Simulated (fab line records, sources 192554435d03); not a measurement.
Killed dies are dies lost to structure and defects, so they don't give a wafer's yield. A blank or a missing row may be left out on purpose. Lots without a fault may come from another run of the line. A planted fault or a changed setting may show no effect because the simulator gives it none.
Chamber matching | flow n5_finfet | N5_BEOL_M3_PECVD_72 on pecvd-01: 3 sister chambers
The step deposits SiO2 from TEOS/O2, target thk 16 nm, time 18 s. 6 wafers are shown with their chamber, then 7 later ones without.

WAFERS WITH THEIR CHAMBER
wafer  | chamber | heater_power_w (W) | showerhead_plenum_p_Torr (Torr)
L086.5 | 2       | 1072               | 8.75
L090.1 | 0       | 830                | 8.89
L090.3 | 2       | 1031               | 8.74
L090.6 | 1       | 652                | 8.85
L092.2 | 1       | 630                | 8.87
L092.3 | 0       | 755                | 8.88

WAFERS WITHOUT THEIR CHAMBER
wafer  | heater_power_w (W) | showerhead_plenum_p_Torr (Torr)
L092.6 | 749                | 8.89
L094.3 | 764                | 8.90
L094.5 | 771                | 8.90
L094.6 | 532                | 8.90
L097.1 | 611                | 8.86
L097.3 | 695                | 8.89
L097.4 | 621                | 8.86

WHICH CHAMBER EACH WENT THROUGH
wafer  | from the rows above     | in truth
L092.6 | 0                       | 0
L094.3 | 0                       | 0
L094.5 | 0                       | 0
L094.6 | 1                       | 1
L097.1 | 1                       | 1
L097.3 | can't be placed: 0 or 1 | 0
L097.4 | 1                       | 1
Placed correctly: 6 of 7. Can't be placed from these rows: 1 (the true chamber is among the candidates in 1). Placed wrongly: 0.
How it was worked out, from the rows above alone: a wafer's distance from a chamber is the root of the sum, over the readings, of the square of ((its reading less the chamber's mean) divided by the reading's scatter). The wafer belongs to the nearest chamber; if the next one is less than 2 further off, it can't be placed. A chamber's mean is the mean of its shown wafers. The scatter: the root of (the sum of the squares of (reading less its chamber's mean) over the shown wafers, divided by (wafers less chambers)).
